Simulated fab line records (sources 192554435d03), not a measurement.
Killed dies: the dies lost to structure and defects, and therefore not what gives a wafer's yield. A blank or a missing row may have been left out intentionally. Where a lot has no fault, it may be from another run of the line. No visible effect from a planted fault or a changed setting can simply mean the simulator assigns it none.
Chamber matching / flow n5Finfet / N5_BEOL_M10_CURE_71 on uvCure-03: 3 sister chambers
The step cures SiCOH lowk, time 240 s. 3 wafers are shown with their chamber, then 9 later ones without.

EACH WAFER AND ITS CHAMBER
wafer=L077.4 chamber=2 wafer_temp_C_max=386.8
wafer=L081.6 chamber=0 wafer_temp_C_max=387.1
wafer=L084.6 chamber=1 wafer_temp_C_max=387.6

WAFERS WITHOUT THEIR CHAMBER
wafer=L087.1 wafer_temp_C_max=386.4
wafer=L087.2 wafer_temp_C_max=386.2
wafer=L087.3 wafer_temp_C_max=386.3
wafer=L089.1 wafer_temp_C_max=386.6
wafer=L089.4 wafer_temp_C_max=386.6
wafer=L089.6 wafer_temp_C_max=386.4
wafer=L091.1 wafer_temp_C_max=387.5
wafer=L091.2 wafer_temp_C_max=387.8
wafer=L091.3 wafer_temp_C_max=386.9

THE CHAMBER EACH PASSED THROUGH
wafer=L087.1; from the rows above=can't be placed: 2 or 0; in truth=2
wafer=L087.2; from the rows above=can't be placed: 2 or 0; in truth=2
wafer=L087.3; from the rows above=can't be placed: 2 or 0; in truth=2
wafer=L089.1; from the rows above=can't be placed: 2 or 0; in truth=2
wafer=L089.4; from the rows above=can't be placed: 2 or 0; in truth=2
wafer=L089.6; from the rows above=can't be placed: 2 or 0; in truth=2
wafer=L091.1; from the rows above=can't be placed: 1 or 0 or 2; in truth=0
wafer=L091.2; from the rows above=can't be placed: 1 or 0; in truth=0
wafer=L091.3; from the rows above=can't be placed: 2 or 0 or 1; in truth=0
0 of 9 placed correctly. Can't be placed from these rows: 9 (the true chamber is among the candidates in 9). Placed wrongly: 0.
How it was worked out, from the rows above alone: a wafer's distance from a chamber is the root of the sum, over the readings, of the square of ((its reading less the chamber's mean) divided by the reading's scatter). If the next closest chamber is less than 2 further off than the closest, the wafer can't be placed; otherwise it belongs to the closest. For every chamber, the mean is computed from those of its wafers that are shown. The scatter: with one shown wafer a chamber, the root of the mean of the squares of how far each hidden wafer lies from its nearest shown one.
